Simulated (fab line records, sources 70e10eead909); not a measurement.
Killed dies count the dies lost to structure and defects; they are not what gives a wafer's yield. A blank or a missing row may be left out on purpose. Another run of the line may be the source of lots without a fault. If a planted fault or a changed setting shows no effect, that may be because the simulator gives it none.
Problem report in the 8D (eight disciplines) form, filled by code | flow nandHarc | the parts of the form that need people (team, actions taken, sign-off) are left out

## 1. WHAT IS WRONG
cdNm at NHARC_P_ZERO_WELL_CD_MEAS_24 reads a mean of 689.6 nm on 6 wafers of 2 lots; wafers without a fault read 719.8 nm with a standard deviation of 1.7. That puts it -18 standard deviations away from the usual mean.
The step: target cd 720 nm.
First observed at day 5 16:35: wafer L643.2, on cdSem-01. The record has a number at this step for 36 wafers belonging to 12 lots. By rule, "out" or "out of limits" means more than 4 standard deviations away from the usual mean. The rest of the wafers with a number are treated as sound.

## 2. WHAT IT IS AND WHAT IT IS NOT
question                    | is                     | is not
which readings at this step | cdNm                   | -
which lots                  | L643, L645             | L634, L636, L644, L646, L648, L649, L651, L653, L654, L657
which wafers of those lots  | all that have a number | -
read on which gauges        | cdSem-01               | cdSem-02, cdSem-03
when                        | from day 5 16:35       | up to then (6 sound wafers); but 24 sound wafers of L644, L646, L648, L649, L651, L653, L654, L657 came after

## 3. WHAT RULES OUT EACH SUSPECT
Counting: any tool at a process step up to the reading is kept as a suspect provided that every lot that is out went through it and no sound lot did after the first of them.
- ruled out: the gauge at NHARC_P_ZERO_WELL_CD_MEAS_24. All the wafers that are out were read on cdSem-01, but those of them that NHARC_P_ZERO_WELL_EXPOSE_21 has rows for are out there too, on other tools.
- krfScanner-03 at NHARC_P_ZERO_WELL_EXPOSE_21 (exposes mask P NWELL, target cd 720 nm): kept. It ran every lot that is out, first L643 (day 5 16:26), and no sound lot after that. Out on those wafers are its own readings of exposureDoseMJCm2.
Remaining after the count: krfScanner-03 at NHARC_P_ZERO_WELL_EXPOSE_21.

## 4. THE CAUSE (what the simulator had put in)
Process parameter drift: krfScanner-03, from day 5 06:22 on, at NHARC_P_ZERO_WELL_EXPOSE_21. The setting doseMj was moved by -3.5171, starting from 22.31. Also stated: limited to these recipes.
Only this tool survived the counting.

## 5. THE EFFECT CHAIN, in route order
Each row: a reading where the mean over the struck wafers with a number is more than 3 standard deviations away from the usual. Readings are gone through only where the record gives a usual standard deviation; hours: the median, over the lots, of the time from a lot's start at the first step in this table giving one to that lot's start at this step; sigmas: the change measured in usual standard deviations.
hours | step                         | reading           | usual    | on struck wafers | change | sigmas
0     | NHARC_P_ZERO_WELL_EXPOSE_21  | exposureDoseMJCm2 | 22.308   | 18.777           | -3.531 | -99 or more
0     | NHARC_P_ZERO_WELL_CD_MEAS_24 | cdNm              | 719.8 nm | 689.6            | -30.2  | -18
The process steps in it:
- NHARC_P_ZERO_WELL_EXPOSE_21: exposes mask P NWELL, target cd 720 nm.
Later measuring or inspecting steps at which every struck wafer that the step has a row for has a number for every such reading, and none has moved that far: NHARC_P_STI_INSPECT_11, NHARC_END_SORT_01.

## 6. HOW IT WOULD HAVE BEEN CAUGHT EARLIER
Counted from the fault's start at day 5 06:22, it took 10 hours until the first out-of-limits reading at a measuring or inspecting step in this record, taken at day 5 16:35.
The tool's own readings at NHARC_P_ZERO_WELL_EXPOSE_21 were out on every struck wafer that the step has a row for (exposureDoseMJCm2): an alarm limit on them would have fired on the first of those.
Lots out: 2; of these, L645 started NHARC_P_ZERO_WELL_EXPOSE_21 on krfScanner-03 after day 5 16:35. A tool hold placed at that time would have kept it from harm.
